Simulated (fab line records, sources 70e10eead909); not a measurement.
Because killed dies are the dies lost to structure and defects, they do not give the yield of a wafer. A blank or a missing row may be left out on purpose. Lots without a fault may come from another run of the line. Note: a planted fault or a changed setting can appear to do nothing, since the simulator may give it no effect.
fab line records + flow nandHarc + part 2 of 2: steps 30 to 39 of 39
[record]
- lots = 5
- wafers = 15
- lastDay = 30
route steps=1302 shown A_CHANNEL_FILL_D1@512 A_DECK1_JOINT@518 A_ONON_D2@545
lots that met no fault: taken from a fault-free run of the same line
startH: hours from the record's opening day to when the first of the lot's shown wafers began + waitH: hours from the lot's prior step to this one + " identical to the entry in the row above + L1.1+2: several wafers, shown together as one row + - no value, or no start given + * or withheld: withheld + < > ~ a bound
route shown NAME@n: NAME is a module with steps in the file, n the number in the route of the first one + usual: mean/standard deviation taken from wafers without a fault + same: alike in all rows + chamber/n: place in a boat + sites: the reading at each site + _std_site: how widely they spread, as a standard deviation + _edge_site: inner sites' mean taken away from outer sites' mean + radiusMm: for every site, how far away it sits from the centre of the wafer + mask NAME#n: copy n + behind: the most recent tool/chamber to have shaped the wafer + hold: cause of the lot's hold/its duration in hours/its outcome + device: the n, p or np transistor that did not switch + end of line: the route-end tests of the same wafers + for a step that has no rows: nothing shown but its recipe + killed: the dies lost at the first sort to structure and to defects; this is not the yield of the wafer + map: the dies of a wafer, with x for killed, . for not killed, _ for no die there
set.NAME: setting as actually run; set.NAME@STEP: the setting as run at that earlier step + model.NAME: the simulator's own value behind a step, which no gauge read
lots seen at some steps along the route; tables by step, rows by wafer
services: the hour from which a tool's chamber was out of use, counted from the record's first day as startH (under 0 if before that day), plus the number of hours and why
[[steps]]
[step NHARC_A_DECK1_JOINT_INSPECT_05]
[usual]
- rawDefectCount = 331/140
| lot.wafer | tool             | chamber | startH | waitH | rawDefectCount |
|-----------|------------------|---------|--------|-------|----------------|
| L082.1    | defectInspect-01 | -       | 355.05 | 0.0   | 296            |
| L082.2    | "                | -       | "      | "     | 349            |
| L082.6    | "                | -       | "      | "     | 334            |
| L086.2    | defectInspect-02 | -       | 393.43 | 0.0   | 222            |
| L086.5    | "                | -       | "      | "     | 230            |
| L086.6    | "                | -       | "      | "     | 291            |
| L089.1    | defectInspect-02 | -       | 420.32 | 0.0   | 347            |
| L089.3    | "                | -       | "      | "     | 440            |
| L089.6    | "                | -       | "      | "     | 308            |
| L090.1    | defectInspect-02 | -       | 433.21 | 0.0   | 304            |
| L090.3    | "                | -       | "      | "     | 304            |
| L090.6    | "                | -       | "      | "     | 256            |
| L091.1    | defectInspect-01 | -       | 433.23 | 0.0   | 214            |
| L091.5    | "                | -       | "      | "     | 168            |
| L091.6    | "                | -       | "      | "     | 171            |
[step NHARC_A_ONON_D2_DEP_00]
[recipe]
- targetThkA = 10000
- n2FlowSccm = 2750
- n2oFlowSccm = 2000
- nh3FlowSccm = 500
- sih4FlowSccm = 210
- tempC = 400
[usual]
- n2oFlowSccm = 2000/5
- nh3FlowSccm = 500.0/1.5
| lot.wafer | tool         | chamber | startH | waitH | n2oFlowSccm | nh3FlowSccm |
|-----------|--------------|---------|--------|-------|-------------|-------------|
| L082.1    | pecvdOnon-04 | 0       | 355.11 | 0.1   | 2005        | 498.7       |
| L082.2    | "            | 0       | "      | "     | 2003        | 499.9       |
| L082.6    | "            | 0       | "      | "     | 1999        | 500.6       |
| L086.2    | pecvdOnon-01 | 0       | 393.55 | 0.1   | 2002        | 500.0       |
| L086.5    | "            | 0       | "      | "     | 2005        | 503.0       |
| L086.6    | "            | 0       | "      | "     | 2001        | 500.4       |
| L089.1    | pecvdOnon-04 | 0       | 420.38 | 0.1   | 1995        | 499.7       |
| L089.3    | "            | 0       | "      | "     | 2002        | 498.4       |
| L089.6    | "            | 0       | "      | "     | 2005        | 500.0       |
| L090.1    | pecvdOnon-03 | 0       | 433.27 | 0.1   | 1997        | 500.6       |
| L090.3    | "            | 0       | "      | "     | 2001        | 500.0       |
| L090.6    | "            | 0       | "      | "     | 2004        | 501.7       |
| L091.1    | pecvdOnon-01 | 0       | 433.30 | 0.1   | 1993        | 499.9       |
| L091.5    | "            | 0       | "      | "     | 1993        | 496.7       |
| L091.6    | "            | 0       | "      | "     | 2005        | 499.5       |
[step NHARC_A_ONON_D2_THK_MEAS_02]
[recipe]
- thkMeasGauge = ellipsometry
[usual]
- thkNm = 998/9.1
| lot.wafer | tool         | chamber | startH | waitH | thkNm |
|-----------|--------------|---------|--------|-------|-------|
| L082.1    | filmMetro-02 | -       | 355.62 | -     | 991   |
| L082.2    | "            | -       | "      | "     | 991   |
| L082.6    | "            | -       | "      | "     | 991   |
| L086.2    | filmMetro-01 | -       | 394.01 | -     | 1006  |
| L086.5    | "            | -       | "      | "     | 1007  |
| L086.6    | "            | -       | "      | "     | 1005  |
| L089.1    | filmMetro-02 | -       | 420.89 | -     | 990   |
| L089.3    | "            | -       | "      | "     | 989   |
| L089.6    | "            | -       | "      | "     | 989   |
| L090.1    | filmMetro-01 | -       | 433.78 | -     | 985   |
| L090.3    | "            | -       | "      | "     | 985   |
| L090.6    | "            | -       | "      | "     | 985   |
| L091.1    | filmMetro-01 | -       | 433.81 | -     | 993   |
| L091.5    | "            | -       | "      | "     | 993   |
| L091.6    | "            | -       | "      | "     | 991   |
[step NHARC_A_ONON_D2_DEP_03]
[recipe]
- targetThkA = 10000
- n2FlowSccm = 2750
- n2oFlowSccm = 2000
- nh3FlowSccm = 500
- sih4FlowSccm = 210
- tempC = 400
[usual]
- n2oFlowSccm = 2000/6.6
- nh3FlowSccm = 499.9/1.6
| lot.wafer | tool         | chamber | startH | waitH | n2oFlowSccm | nh3FlowSccm |
|-----------|--------------|---------|--------|-------|-------------|-------------|
| L082.1    | pecvdOnon-01 | 0       | 355.67 | 0.1   | 1992        | 498.7       |
| L082.2    | "            | 0       | "      | "     | 1991        | 497.3       |
| L082.6    | "            | 0       | "      | "     | 1988        | 499.3       |
| L086.2    | pecvdOnon-01 | 0       | 394.12 | 0.1   | 2007        | 495.4       |
| L086.5    | "            | 0       | "      | "     | 2002        | 497.1       |
| L086.6    | "            | 0       | "      | "     | 2005        | 499.1       |
| L089.1    | pecvdOnon-04 | 0       | 420.95 | 0.1   | 2003        | 498.4       |
| L089.3    | "            | 0       | "      | "     | 2008        | 499.4       |
| L089.6    | "            | 0       | "      | "     | 1999        | 498.1       |
| L090.1    | pecvdOnon-04 | 0       | 433.84 | 0.1   | 1987        | 502.6       |
| L090.3    | "            | 0       | "      | "     | 1990        | 500.9       |
| L090.6    | "            | 0       | "      | "     | 2000        | 502.5       |
| L091.1    | pecvdOnon-03 | 0       | 433.87 | 0.1   | 2004        | 500.9       |
| L091.5    | "            | 0       | "      | "     | 1995        | 500.6       |
| L091.6    | "            | 0       | "      | "     | 1993        | 502.5       |
[step NHARC_A_ONON_D2_THK_MEAS_05]
[recipe]
- thkMeasGauge = ellipsometry
[usual]
- thkNm = 1003/11
| lot.wafer | tool         | chamber | startH | waitH | thkNm |
|-----------|--------------|---------|--------|-------|-------|
| L082.1    | filmMetro-01 | -       | 356.18 | -     | 984   |
| L082.2    | "            | -       | "      | "     | 985   |
| L082.6    | "            | -       | "      | "     | 984   |
| L086.2    | filmMetro-01 | -       | 394.57 | -     | 1014  |
| L086.5    | "            | -       | "      | "     | 1017  |
| L086.6    | "            | -       | "      | "     | 1016  |
| L089.1    | filmMetro-01 | -       | 421.46 | -     | 994   |
| L089.3    | "            | -       | "      | "     | 993   |
| L089.6    | "            | -       | "      | "     | 995   |
| L090.1    | filmMetro-02 | -       | 434.35 | -     | 1001  |
| L090.3    | "            | -       | "      | "     | 1001  |
| L090.6    | "            | -       | "      | "     | 1003  |
| L091.1    | filmMetro-01 | -       | 434.37 | -     | 1002  |
| L091.5    | "            | -       | "      | "     | 997   |
| L091.6    | "            | -       | "      | "     | 1000  |
[step NHARC_A_ONON_D2_DEP_06]
[recipe]
- targetThkA = 10000
- n2FlowSccm = 2750
- n2oFlowSccm = 2000
- nh3FlowSccm = 500
- sih4FlowSccm = 210
- tempC = 400
[usual]
- n2oFlowSccm = 2001/5.6
- nh3FlowSccm = 499.9/1.3
| lot.wafer | tool         | chamber | startH | waitH | n2oFlowSccm | nh3FlowSccm |
|-----------|--------------|---------|--------|-------|-------------|-------------|
| L082.1    | pecvdOnon-04 | 0       | 356.24 | 0.1   | 2006        | 501.0       |
| L082.2    | "            | 0       | "      | "     | 2005        | 500.1       |
| L082.6    | "            | 0       | "      | "     | 1997        | 500.9       |
| L086.2    | pecvdOnon-01 | 0       | 394.68 | 0.1   | 2006        | 500.5       |
| L086.5    | "            | 0       | "      | "     | 2006        | 501.0       |
| L086.6    | "            | 0       | "      | "     | 2000        | 501.7       |
| L089.1    | pecvdOnon-03 | 0       | 421.51 | 0.1   | 1998        | 500.3       |
| L089.3    | "            | 0       | "      | "     | 1992        | 498.7       |
| L089.6    | "            | 0       | "      | "     | 1999        | 498.2       |
| L090.1    | pecvdOnon-01 | 0       | 434.40 | 0.1   | 2013        | 501.2       |
| L090.3    | "            | 0       | "      | "     | 2006        | 500.9       |
| L090.6    | "            | 0       | "      | "     | 2004        | 500.3       |
| L091.1    | pecvdOnon-04 | 0       | 434.43 | 0.1   | 1992        | 500.7       |
| L091.5    | "            | 0       | "      | "     | 1999        | 497.2       |
| L091.6    | "            | 0       | "      | "     | 2000        | 498.4       |
[step NHARC_A_ONON_D2_THK_MEAS_08]
[recipe]
- thkMeasGauge = ellipsometry
[usual]
- thkNm = 999/11
| lot.wafer | tool         | chamber | startH | waitH | thkNm |
|-----------|--------------|---------|--------|-------|-------|
| L082.1    | filmMetro-01 | -       | 356.75 | -     | 984   |
| L082.2    | "            | -       | "      | "     | 982   |
| L082.6    | "            | -       | "      | "     | 982   |
| L086.2    | filmMetro-02 | -       | 395.13 | -     | 1008  |
| L086.5    | "            | -       | "      | "     | 1007  |
| L086.6    | "            | -       | "      | "     | 1007  |
| L089.1    | filmMetro-01 | -       | 422.03 | -     | 986   |
| L089.3    | "            | -       | "      | "     | 986   |
| L089.6    | "            | -       | "      | "     | 986   |
| L090.1    | filmMetro-02 | -       | 434.92 | -     | 1012  |
| L090.3    | "            | -       | "      | "     | 1011  |
| L090.6    | "            | -       | "      | "     | 1013  |
| L091.1    | filmMetro-01 | -       | 434.94 | -     | 1002  |
| L091.5    | "            | -       | "      | "     | 1003  |
| L091.6    | "            | -       | "      | "     | 1002  |
[step NHARC_A_ONON_D2_DEP_09]
[recipe]
- targetThkA = 10000
- n2FlowSccm = 2750
- n2oFlowSccm = 2000
- nh3FlowSccm = 500
- sih4FlowSccm = 210
- tempC = 400
[usual]
- n2oFlowSccm = 2000/6.5
- nh3FlowSccm = 500.1/1.4
| lot.wafer | tool         | chamber | startH | waitH | n2oFlowSccm | nh3FlowSccm |
|-----------|--------------|---------|--------|-------|-------------|-------------|
| L082.1    | pecvdOnon-01 | 0       | 356.81 | 0.1   | 1995        | 499.9       |
| L082.2    | "            | 0       | "      | "     | 1993        | 498.2       |
| L082.6    | "            | 0       | "      | "     | 1996        | 496.0       |
| L086.2    | pecvdOnon-04 | 0       | 395.24 | 0.1   | 2013        | 500.1       |
| L086.5    | "            | 0       | "      | "     | 2014        | 499.6       |
| L086.6    | "            | 0       | "      | "     | 2006        | 500.9       |
| L089.1    | pecvdOnon-04 | 0       | 422.09 | 0.1   | 1990        | 500.7       |
| L089.3    | "            | 0       | "      | "     | 2000        | 499.6       |
| L089.6    | "            | 0       | "      | "     | 1997        | 499.2       |
| L090.1    | pecvdOnon-03 | 0       | 434.97 | 0.1   | 1989        | 498.7       |
| L090.3    | "            | 0       | "      | "     | 1994        | 501.3       |
| L090.6    | "            | 0       | "      | "     | 1994        | 501.1       |
| L091.1    | pecvdOnon-01 | 0       | 435.00 | 0.1   | 1992        | 498.0       |
| L091.5    | "            | 0       | "      | "     | 1998        | 499.8       |
| L091.6    | "            | 0       | "      | "     | 2005        | 503.8       |
[step NHARC_A_ONON_D2_THK_MEAS_11]
[recipe]
- thkMeasGauge = ellipsometry
[usual]
- thkNm = 998/9.8
| lot.wafer | tool         | chamber | startH | waitH | thkNm |
|-----------|--------------|---------|--------|-------|-------|
| L082.1    | filmMetro-01 | -       | 357.32 | -     | 992   |
| L082.2    | "            | -       | "      | "     | 992   |
| L082.6    | "            | -       | "      | "     | 991   |
| L086.2    | filmMetro-02 | -       | 395.72 | -     | 990   |
| L086.5    | "            | -       | "      | "     | 990   |
| L086.6    | "            | -       | "      | "     | 987   |
| L089.1    | filmMetro-01 | -       | 422.59 | -     | 1003  |
| L089.3    | "            | -       | "      | "     | 1003  |
| L089.6    | "            | -       | "      | "     | 1006  |
| L090.1    | filmMetro-01 | -       | 435.49 | -     | 1002  |
| L090.3    | "            | -       | "      | "     | 999   |
| L090.6    | "            | -       | "      | "     | 999   |
| L091.1    | filmMetro-02 | -       | 435.50 | -     | 994   |
| L091.5    | "            | -       | "      | "     | 996   |
| L091.6    | "            | -       | "      | "     | 994   |
[step NHARC_A_ONON_D2_DEP_12]
[recipe]
- targetThkA = 10000
- n2FlowSccm = 2750
- n2oFlowSccm = 2000
- nh3FlowSccm = 500
- sih4FlowSccm = 210
- tempC = 400
[usual]
- n2oFlowSccm = 1999/5.3
- nh3FlowSccm = 499.9/1.5
| lot.wafer | tool         | chamber | startH | waitH | n2oFlowSccm | nh3FlowSccm |
|-----------|--------------|---------|--------|-------|-------------|-------------|
| L082.1    | pecvdOnon-04 | 0       | 357.37 | 0.1   | 1999        | 498.7       |
| L082.2    | "            | 0       | "      | "     | 1994        | 499.6       |
| L082.6    | "            | 0       | "      | "     | 1999        | 497.3       |
| L086.2    | pecvdOnon-04 | 0       | 395.84 | 0.1   | 2005        | 502.6       |
| L086.5    | "            | 0       | "      | "     | 2001        | 503.0       |
| L086.6    | "            | 0       | "      | "     | 2001        | 502.2       |
| L089.1    | pecvdOnon-03 | 0       | 422.65 | 0.1   | 1988        | 501.1       |
| L089.3    | "            | 0       | "      | "     | 2002        | 500.2       |
| L089.6    | "            | 0       | "      | "     | 1994        | 500.6       |
| L090.1    | pecvdOnon-04 | 0       | 435.55 | 0.1   | 2004        | 501.2       |
| L090.3    | "            | 0       | "      | "     | 1997        | 499.4       |
| L090.6    | "            | 0       | "      | "     | 2001        | 497.3       |
| L091.1    | pecvdOnon-03 | 0       | 435.56 | 0.1   | 1996        | 499.3       |
| L091.5    | "            | 0       | "      | "     | 1998        | 496.7       |
| L091.6    | "            | 0       | "      | "     | 1993        | 500.2       |
[[services]]
| tool         | chamber | startH | hours | kind   |
|--------------|---------|--------|-------|--------|
| furnace-03   | -       | 296.96 | 26.0  | pm     |
| cmp-04       | -       | 307.78 | 4.0   | pm     |
| pecvdOnon-04 | -       | 311.00 | 13.0  | pm     |
| cmp-03       | -       | 311.14 | 1.2   | repair |
| fcvd-01      | -       | 311.57 | 0.5   | repair |
| cmp-04       | -       | 313.11 | 0.6   | repair |
| cmp-04       | -       | 316.12 | 3.4   | repair |
| fcvd-01      | 0       | 333.96 | 9.5   | repair |
| wetBench-03  | -       | 335.07 | 4.2   | repair |
| wetH3po4-01  | -       | 341.71 | 8.0   | pm     |
| pecvdOnon-03 | -       | 344.37 | 14.3  | repair |
| cmp-03       | -       | 364.97 | 4.0   | pm     |
| fcvd-01      | -       | 366.00 | 13.0  | pm     |
| wetBench-06  | -       | 369.61 | 8.0   | pm     |
| rieSi-01     | -       | 370.00 | 9.0   | pm     |
| wetBench-03  | -       | 386.40 | 8.0   | pm     |
| cmp-04       | -       | 405.78 | 4.0   | pm     |
| pecvdOnon-03 | -       | 408.00 | 13.0  | pm     |
| fcvd-02      | -       | 420.93 | 0.8   | repair |
| rieSi-01     | 1       | 422.85 | 35.6  | repair |
| cmp-04       | -       | 423.95 | 0.7   | repair |
| rieSi-06     | -       | 426.00 | 9.0   | pm     |
| cmp-03       | -       | 429.94 | 1.6   | repair |
| wetBench-06  | -       | 430.77 | 2.0   | repair |
